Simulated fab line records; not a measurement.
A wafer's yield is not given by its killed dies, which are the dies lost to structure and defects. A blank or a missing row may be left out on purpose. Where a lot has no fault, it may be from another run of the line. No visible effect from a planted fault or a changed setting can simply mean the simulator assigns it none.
fab line records	flow n5Finfet
record lots=6	wafers=18	lastDay=17
route steps=1938 shown BEOL_M10@1487
lots that met no fault: taken from a fault-free run of the same line
startH: the number of hours between the record's first day and the start of the first shown wafer of the lot	waitH: how many hours have passed since the lot's step before this one	" identical to the entry in the row above	L1.1+2: a row that stands for several wafers	- either no value or no given start	* or withheld: withheld	< > ~ a bound
route shown NAME@n: a module of which the file shows steps, and the number in the route of the first	usual: the fault-free wafers' mean and standard deviation	same: alike in all rows	chamber/n: place in a boat	sites: readings site by site	_std_site: the standard deviation of these	_edge_site: inner sites' mean taken away from outer sites' mean	radiusMm: how far each site lies from the wafer's centre	mask NAME#n: copy n	behind: the tool/chamber that last shaped the wafer	hold: reason for holding the lot/hours on hold/outcome of the hold	device: the transistor (n, p or np) that didn't switch	end of line: at the end of the route, the tests of the same wafers	step lacking rows: just its recipe	killed: dies lost to structure and defects at the first sort, not the wafer's yield	map: a wafer's dies, marking killed ones x, the rest . and places with no die _
set.NAME: the setting as run; set.NAME@STEP: as run at that earlier step	model.NAME: the simulator's own value behind a step, which no gauge read
lots at some steps of the route; a table a step, a row a wafer
services: a tool's chamber out of use, with start hour (startH, from the record's first day; less than 0 if before it), hours out, and reason
## steps
# step N5_BEOL_M10_ETCH_61
# recipe chemistry=CF4	target=SiARC	targetDepthA=390	maskMaterial=CAR-ArF	timeS=65	ionEnergyEv=80	pressureMtorr=40	sourceW=545	biasW=36	Ar_flow_sccm=100	cf4FlowSccm=100	ends=cleared
# usual chamberPressureMTorr=40.00/0.033	drypumpMotorCurrentA=5.8/0.44	etchRfOnTimeS=64.7/1.2	oesProductAu=0.67/0.077	rfVppV=183.5/0.92	showerheadPlenumPTorr=2.099/0.03	throttleValvePct=15.61/0.26
lot.wafer	tool	chamber	startH	waitH	chamberPressureMTorr	drypumpMotorCurrentA	etchRfOnTimeS	oesProductAu	rfHoursCounterH	rfVppV	showerheadPlenumPTorr	throttleValvePct
L733.4	rieDiel-02	1	221.68	0.0	40.00	6.1	64.7	0.61	177	183.6	2.136	15.49
L733.5	"	0	"	"	40.07	5.7	64.0	0.66	-	182.7	2.063	15.62
L733.6	"	3	"	"	39.98	6.1	64.0	0.64	-	183.1	2.149	15.56
L736.1	rieDiel-01	3	258.72	0.0	40.03	4.8	66.2	0.60	229	184.5	2.118	15.91
L736.2	"	2	"	"	39.98	5.7	63.0	0.77	40	183.3	2.099	15.66
L736.3	"	1	"	"	39.95	5.7	62.9	0.86	0	182.8	2.107	15.31
L747.1	rieDiel-05	2	327.51	0.0	39.99	5.1	64.2	0.59	233	182.8	2.029	15.82
L747.4	"	1	"	"	39.97	6.0	64.2	0.73	-	182.5	2.093	15.31
L747.5	"	2	"	"	40.01	5.1	65.5	0.58	-	181.1	2.029	15.82
L750.1	rieDiel-01	2	332.93	0.0	39.97	5.7	63.7	0.72	74	184.1	2.088	15.72
L750.2	"	1	"	"	40.09	5.8	63.5	0.77	33	183.5	2.097	15.39
L750.5	"	0	"	"	39.91	6.5	65.3	0.68	-	182.9	2.075	15.32
L753.1	rieDiel-02	2	353.57	0.0	40.04	5.9	66.2	0.59	232	184.1	2.120	16.17
L753.3	"	3	"	"	39.97	6.1	63.9	0.62	177	183.9	2.134	15.67
L753.4	"	1	"	"	39.96	6.1	64.9	0.57	223	184.2	2.121	15.58
L754.4	rieDiel-01	1	356.63	0.0	39.99	5.8	62.8	0.77	42	184.2	2.093	15.40
L754.5	"	2	"	"	39.98	5.7	62.6	0.71	-	182.3	2.085	15.75
L754.6	"	1	"	"	39.96	5.7	63.3	0.75	-	183.0	2.093	15.41
# step N5_BEOL_M10_ETCH_62
# recipe chemistry=N2/H2	target=SOC	targetDepthA=1100	overetchA=220	maskMaterial=SiARC	tempC=40	timeS=165	ionEnergyEv=200	pressureMtorr=30	sourceW=840	biasW=150	n2FlowSccm=200	h2FlowSccm=200
# usual chamberPressureMTorr=30.000/0.029	drypumpMotorCurrentA=5.8/0.44	oesProductAu=0.66/0.071	rfVppV=522.3/1.2	showerheadPlenumPTorr=2.49/0.037	throttleValvePct=17.80/0.26
lot.wafer	tool	chamber	startH	waitH	chamberPressureMTorr	drypumpMotorCurrentA	oesProductAu	rfHoursCounterH	rfVppV	showerheadPlenumPTorr	throttleValvePct
L733.4	rieDiel-02	1	221.73	0.0	29.945	6.1	0.60	177	523.4	2.54	17.72
L733.5	"	0	"	"	30.027	5.6	0.65	-	521.1	2.45	17.80
L733.6	"	3	"	"	29.980	6.1	0.63	-	524.6	2.55	17.74
L736.1	rieDiel-01	3	258.77	0.0	30.004	4.8	0.61	229	522.8	2.51	18.14
L736.2	"	2	"	"	29.968	5.7	0.76	40	522.1	2.49	17.79
L736.3	"	1	"	"	29.947	5.7	0.84	0	521.9	2.50	17.57
L747.1	rieDiel-05	2	327.56	0.0	30.004	5.2	0.58	233	520.4	2.41	18.06
L747.4	"	1	"	"	29.986	6.0	0.72	-	522.9	2.47	17.45
L747.5	"	2	"	"	30.028	5.2	0.57	-	520.5	2.41	18.04
L750.1	rieDiel-01	2	332.98	0.0	29.996	5.7	0.71	74	521.0	2.47	17.86
L750.2	"	1	"	"	29.965	5.7	0.76	33	521.3	2.48	17.63
L750.5	"	0	"	"	29.993	6.5	0.68	-	521.8	2.47	17.51
L753.1	rieDiel-02	2	353.62	0.0	30.001	6.0	0.59	232	524.6	2.51	18.36
L753.3	"	3	"	"	29.963	6.1	0.61	177	524.5	2.53	17.81
L753.4	"	1	"	"	29.940	6.1	0.58	223	523.3	2.52	17.79
L754.4	rieDiel-01	1	356.68	0.0	29.944	5.7	0.74	42	521.6	2.48	17.65
L754.5	"	2	"	"	30.039	5.7	0.69	-	522.5	2.47	17.88
L754.6	"	1	"	"	30.000	5.7	0.75	-	521.6	2.48	17.66
# step N5_BEOL_M10_STRIP_68
# recipe chemistry=N2/H2	tempC=40	n2FlowSccm=200	h2FlowSccm=200	rfFrequencyHz=6e+07
# step N5_BEOL_M10_STRIP_67
# recipe chemistry=CF4	resist=SiARC	powerW=300	biasPowerW=75	pressureMtorr=50	cf4FlowSccm=150	rfFrequencyHz=6e+07
# usual biasPowerW=74.99/0.24	chamberPressureMTorr=50.00/0.051	drypumpMotorCurrentA=5.8/0.43	oesProductAu=0.78/0.083	rfVppV=270.4/1	showerheadPlenumPTorr=1.760/0.025	throttleValvePct=13.59/0.27
lot.wafer	tool	chamber	startH	waitH	biasPowerW	chamberPressureMTorr	drypumpMotorCurrentA	oesProductAu	rfHoursCounterH	rfVppV	showerheadPlenumPTorr	throttleValvePct
L733.4	rieDiel-02	1	221.88	0.0	75.10	50.00	6.1	0.71	177	270.4	1.792	13.51
L733.5	"	0	"	"	74.76	50.02	5.6	0.76	-	270.8	1.724	13.57
L733.6	"	3	"	"	75.11	49.95	6.1	0.75	-	271.5	1.800	13.55
L736.1	rieDiel-01	3	258.92	0.0	74.80	49.98	4.8	0.71	229	272.4	1.777	13.89
L736.2	"	2	"	"	75.01	50.09	5.7	0.88	40	269.9	1.762	13.61
L736.3	"	1	"	"	75.12	49.94	5.8	0.98	1	270.4	1.773	13.32
L747.1	rieDiel-05	2	327.70	0.0	74.99	49.94	5.2	0.68	233	267.9	1.704	13.85
L747.4	"	1	"	"	75.43	49.91	6.0	0.85	-	269.2	1.753	13.27
L747.5	"	2	"	"	75.07	49.97	5.2	0.68	-	269.0	1.704	13.84
L750.1	rieDiel-01	2	333.13	0.0	74.96	49.95	5.7	0.84	74	269.6	1.753	13.69
L750.2	"	1	"	"	75.33	49.96	5.7	0.90	33	268.2	1.765	13.36
L750.5	"	0	"	"	74.66	49.97	6.5	0.80	-	270.2	1.740	13.32
L753.1	rieDiel-02	2	353.77	0.0	74.99	49.94	6.0	0.70	232	271.2	1.776	14.16
L753.3	"	3	"	"	75.00	50.02	6.0	0.72	177	272.9	1.786	13.64
L753.4	"	1	"	"	74.78	49.98	6.1	0.68	223	270.4	1.779	13.61
L754.4	rieDiel-01	1	356.82	0.0	74.65	50.04	5.7	0.87	42	268.9	1.762	13.38
L754.5	"	2	"	"	75.27	50.08	5.7	0.82	-	270.7	1.751	13.70
L754.6	"	1	"	"	75.10	50.11	5.7	0.87	-	270.1	1.762	13.39
# step N5_BEOL_M10_HM_OPEN_17
# recipe chemistry=Cl2/BCl3	targetDepthA=200	overetchA=60	target=TiN	maskMaterial=SOC	ionEnergyEv=150	pressureMtorr=10	icpW=1000	biasW=126	Cl2_flow_sccm=53.25	bcl3FlowSccm=21.75	Ar_flow_sccm=25
# usual chamberPressureMTorr=10.000/0.0085	drypumpMotorCurrentA=5.4/0.38	heBacksideLeakSccm=3.36/0.3	oesProductAu=0.66/0.067	throttleValvePct=22.11/0.17
lot.wafer	tool	chamber	startH	waitH	chamberPressureMTorr	drypumpMotorCurrentA	heBacksideLeakSccm	oesProductAu	rfHoursCounterH	throttleValvePct
L733.4	rieMetal-03	0	221.95	0.1	10.003	4.8	3.71	0.65	-	22.21
L733.5	"	1	"	"	9.992	5.6	2.66	0.81	-	22.00
L733.6	"	0	"	"	10.016	4.8	3.61	0.65	-	22.21
L736.1	rieMetal-02	1	258.96	0.0	9.999	5.3	3.67	0.57	79	22.34
L736.2	"	0	"	"	10.002	5.9	2.84	0.66	49	21.98
L736.3	"	0	"	"	9.981	5.9	3.04	0.67	-	21.97
L747.1	rieMetal-02	0	327.74	0.0	10.006	5.9	3.13	0.66	56	21.95
L747.4	"	0	"	"	10.003	5.9	3.01	0.65	-	21.97
L747.5	"	1	"	"	10.004	5.4	3.61	0.58	-	22.35
L750.1	rieMetal-01	0	333.17	0.0	9.997	5.3	3.23	0.73	20	21.86
L750.2	"	1	"	"	9.999	4.8	2.92	0.69	31	22.12
L750.5	"	1	"	"	9.985	4.9	3.02	0.69	-	22.13
L753.1	rieMetal-03	0	353.81	0.0	9.992	4.9	3.61	0.63	58	22.23
L753.3	"	0	"	"	10.007	4.9	3.98	0.63	-	22.23
L753.4	"	1	"	"	9.996	5.6	3.14	0.74	-	22.03
L754.4	rieMetal-03	1	356.90	0.1	9.995	5.7	3.16	0.75	-	22.02
L754.5	"	1	"	"	9.995	5.6	3.16	0.76	-	22.03
L754.6	"	0	"	"	10.000	4.9	3.90	0.63	-	22.23
# step N5_BEOL_M10_STRIP_19
# recipe chemistry=O2	powerW=400	tempC=40	pressureMtorr=30	rfFrequencyHz=6e+07	biasPowerW=0	overashFraction=0.2	o2FlowSccm=225
# usual chamberPressureMTorr=30.00/0.033	drypumpMotorCurrentA=5.7/0.48	oesProductAu=0.80/0.1	rfVppV=3.6/0.62	showerheadPlenumPTorr=2.051/0.028	throttleValvePct=16.65/0.25
# same biasPowerW=0
lot.wafer	tool	chamber	startH	waitH	chamberPressureMTorr	drypumpMotorCurrentA	oesProductAu	rfHoursCounterH	rfVppV	showerheadPlenumPTorr	throttleValvePct
L733.4	rieDiel-01	1	222.04	0.1	30.01	5.7	0.67	252	4.1	2.065	16.87
L733.5	"	1	"	"	30.02	5.7	0.67	-	3.3	2.064	16.85
L733.6	"	2	"	"	29.97	5.7	0.91	-	3.1	2.051	16.66
L736.1	rieDiel-01	2	259.08	0.1	30.00	5.7	0.89	41	3.7	2.045	16.66
L736.2	"	1	"	"	30.03	5.7	1.00	1	3.6	2.064	16.41
L736.3	"	3	"	"	30.00	4.8	0.72	229	3.2	2.063	16.89
L747.1	rieDiel-05	2	327.89	0.1	29.96	5.1	0.68	233	3.4	1.981	16.88
L747.4	"	2	"	"	29.96	5.2	0.67	-	3.8	1.981	16.90
L747.5	"	0	"	"	29.98	5.1	0.90	-	3.2	2.063	16.36
L750.1	rieDiel-01	0	333.28	0.1	29.98	6.5	0.80	107	3.8	2.028	16.39
L750.2	"	2	"	"	29.96	5.7	0.85	74	3.9	2.035	16.77
L750.5	"	2	"	"	29.98	5.7	0.85	-	4.5	2.034	16.76
L753.1	rieDiel-05	3	353.92	0.1	29.97	5.8	0.94	13	3.4	2.057	16.73
L753.3	"	2	"	"	30.02	5.1	0.68	242	3.1	1.977	16.91
L753.4	"	1	"	"	30.05	6.0	0.85	55	3.6	2.044	16.41
L754.4	rieDiel-01	2	356.98	0.1	29.99	5.7	0.84	84	3.4	2.031	16.76
L754.5	"	3	"	"	30.02	4.8	0.95	-	4.6	2.055	16.50
L754.6	"	0	"	"	30.05	6.5	0.79	-	3.1	2.026	16.40
# step N5_BEOL_M10_CD_MEAS_18
# recipe pitchNm=140	targetCdNm=70
# usual cdNm=69.9/0.62
lot.wafer	tool	chamber	startH	waitH	cdNm
L733.4	cdSem-01	-	222.11	0.1	70.4
L733.5	"	-	"	"	70.2
L733.6	"	-	"	"	70.1
L736.1	cdSem-03	-	259.15	0.1	69.7
L736.2	"	-	"	"	69.9
L736.3	"	-	"	"	70.3
L747.1	cdSem-02	-	327.96	0.0	70.4
L747.4	"	-	"	"	69.9
L747.5	"	-	"	"	70.0
L750.1	cdSem-03	-	333.35	0.0	69.3
L750.2	"	-	"	"	69.8
L750.5	"	-	"	"	69.2
L753.1	cdSem-02	-	353.99	0.0	69.7
L753.3	"	-	"	"	70.2
L753.4	"	-	"	"	70.0
L754.4	cdSem-03	-	357.05	0.1	70.1
L754.5	"	-	"	"	70.3
L754.6	"	-	"	"	70.6
# step N5_BEOL_M10_COAT_63
# recipe resist=SOC	tempC=250	timeS=60	spinRpm=1500	resistThkNm=100
# step N5_BEOL_M10_COAT_64
# recipe resist=SiARC	tempC=220	timeS=60	spinRpm=1500	resistThkNm=30
# step N5_BEOL_M10_COAT_22
# recipe resist=CAR-ArF	spinRpm=1500	resistThkNm=90
# step N5_BEOL_M10_EBR_24
# recipe solvent=PGMEA	ebrWidthMm=1.5
# step N5_BEOL_M10_SOFTBAKE_23
# recipe tempC=110	timeS=60	resist=CAR-ArF
# step N5_BEOL_M10_EXPOSE_25
# recipe maskId=V9	na=1.35	sourceShape=annular	sigmaInner=0.5	sigmaOuter=0.8	polarization=unpolarized	doseMj=85.5
# usual exposureDoseMJCm2=85.46/0.095
lot.wafer	tool	chamber	startH	waitH	mask	exposureDoseMJCm2
L733.4	arfiScanner-02	0	222.41	-	V9#0	85.39
L733.5	"	0	"	"	V9#0	85.53
L733.6	"	0	"	"	V9#0	85.50
L736.1	arfiScanner-01	0	260.49	-	V9#0	85.42
L736.2	"	0	"	"	V9#0	85.47
L736.3	"	0	"	"	V9#0	85.41
L747.1	arfiScanner-02	0	328.23	-	V9#0	96.50
L747.4	"	0	"	"	V9#0	96.53
L747.5	"	0	"	"	V9#0	96.43
L750.1	arfiScanner-02	0	335.12	-	V9#0	94.16
L750.2	"	0	"	"	V9#0	94.13
L750.5	"	0	"	"	V9#0	94.13
L753.1	arfiScanner-01	0	355.27	-	V9#0	85.55
L753.3	"	0	"	"	V9#0	85.42
L753.4	"	0	"	"	V9#0	85.51
L754.4	arfiScanner-03	0	357.35	-	V9#0	85.55
L754.5	"	0	"	"	V9#0	85.57
L754.6	"	0	"	"	V9#0	85.50
# step N5_BEOL_M10_PEB_26
# recipe pebTempC=withheld	pebTimeS=60	resist=CAR-ArF
# step N5_BEOL_M10_DEVELOP_27
# recipe developTimeS=30	developer=TMAH	resist=CAR-ArF	rinseLiquid=diw	dry=airSpin	devTempC=23
# step N5_BEOL_M10_CD_MEAS_28
# recipe targetCdNm=70	landingEnergyEv=500	detector=seInlens	polarity=opening
# usual cdNm=70.0/0.86
lot.wafer	tool	chamber	startH	waitH	cdNm
L733.4	cdSem-01	0	222.52	-	70.2
L733.5	"	0	"	"	68.5
L733.6	"	0	"	"	70.3
L736.1	cdSem-03	0	260.63	-	71.0
L736.2	"	0	"	"	72.1
L736.3	"	0	"	"	71.7
L747.1	cdSem-03	0	328.37	-	80.4
L747.4	"	0	"	"	79.2
L747.5	"	0	"	"	80.9
L750.1	cdSem-02	0	335.25	-	79.5
L750.2	"	0	"	"	80.0
L750.5	"	0	"	"	78.0
L753.1	cdSem-01	0	355.40	-	72.0
L753.3	"	0	"	"	70.9
L753.4	"	0	"	"	70.2
L754.4	cdSem-02	0	357.46	-	71.0
L754.5	"	0	"	"	70.7
L754.6	"	0	"	"	70.5
# step N5_BEOL_M10_OVL_MEAS_29
# recipe pointsPerWafer=44
# usual V9_OVL=-0.6/0.71
lot.wafer	tool	chamber	startH	waitH	V9_OVL[nm]
L733.4	overlay-01	0	222.55	0.0	-1.6
L733.5	"	0	"	"	-1.6
L733.6	"	0	"	"	-1.6
L736.1	overlay-01	0	260.66	0.0	0.0
L736.2	"	0	"	"	0.1
L736.3	"	0	"	"	0.4
L747.1	overlay-01	0	328.40	0.0	-1.6
L747.4	"	0	"	"	-0.5
L747.5	"	0	"	"	-0.8
L750.1	overlay-01	0	335.28	0.0	-1.0
L750.2	"	0	"	"	-0.1
L750.5	"	0	"	"	-0.6
L753.1	overlay-01	0	355.43	0.0	-0.1
L753.3	"	0	"	"	0.5
L753.4	"	0	"	"	0.7
L754.4	overlay-01	0	357.49	0.0	-1.2
L754.5	"	0	"	"	-0.8
L754.6	"	0	"	"	-1.7
## services
tool	chamber	startH	hours	kind
rieDiel-01	0	205.00	10.7	repair
arfiScanner-01	-	207.84	4.1	repair
arfiScanner-02	-	216.72	4.9	pm
rieDiel-05	3	217.36	2.8	repair
rieDiel-01	1	226.12	7.0	repair
arfiScanner-01	-	233.10	1.0	pm
arfiScanner-02	-	259.05	0.3	repair
arfiScanner-01	-	261.85	1.3	pm
rieMetal-02	-	264.03	0.2	repair
rieDiel-05	-	271.96	10.0	pm
arfiScanner-01	-	286.40	1.0	pm
arfiScanner-02	-	289.02	1.3	pm
rieDiel-05	3	292.57	28.2	repair
arfiScanner-02	-	304.71	0.8	pm
arfiScanner-02	-	308.01	1.0	pm
arfiScanner-01	-	309.01	0.8	pm
rieDiel-05	-	311.93	2.8	pm
arfiScanner-02	-	316.33	3.9	pm
rieDiel-05	3	321.20	7.7	repair
arfiScanner-01	-	329.65	2.0	repair
arfiScanner-02	-	337.35	1.0	pm
arfiScanner-02	-	340.97	1.2	repair
rieDiel-01	3	343.36	5.8	repair
rieMetal-02	-	356.47	3.4	repair
## key
firstSign step=N5_BEOL_M10_EXPOSE_25	reading=exposureDoseMJCm2	direction=up	sigmas=99+	usual=85.46	struck=95.31
effect step=N5_BEOL_M10_CD_MEAS_28	reading=cdNm	direction=up	sigmas=11	usual=70.0	struck=79.7	through=controlLoop
metAt N5_BEOL_M10_EXPOSE_25
struckWafers L747.1,L747.4,L747.5,L750.1,L750.2,L750.5
rowsEnd L747.1,L747.4,L747.5,L750.1,L750.2,L750.5
loopTrim step=N5_BEOL_M10_EXPOSE_25	setting=dose	lots=L750
onsetBetween 222.41 328.23
earlierFault kind=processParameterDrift	tool=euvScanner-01	chamber=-	onsetH=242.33	steps=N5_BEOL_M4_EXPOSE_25	channel=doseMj	offset=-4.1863	shape=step	actsIn=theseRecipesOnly	stated=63
fault kind=processParameterDrift	tool=arfiScanner-02	chamber=-	onsetH=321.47	steps=N5_BEOL_M10_EXPOSE_25	channel=doseMj	offset=11.034	shape=step	actsIn=theseRecipesOnly	stated=85.5
# rowsEnd: these wafers met a further fault down the route, and their rows from its step on are left out
# loopTrim: a control loop set the setting to another value than it would have without faults
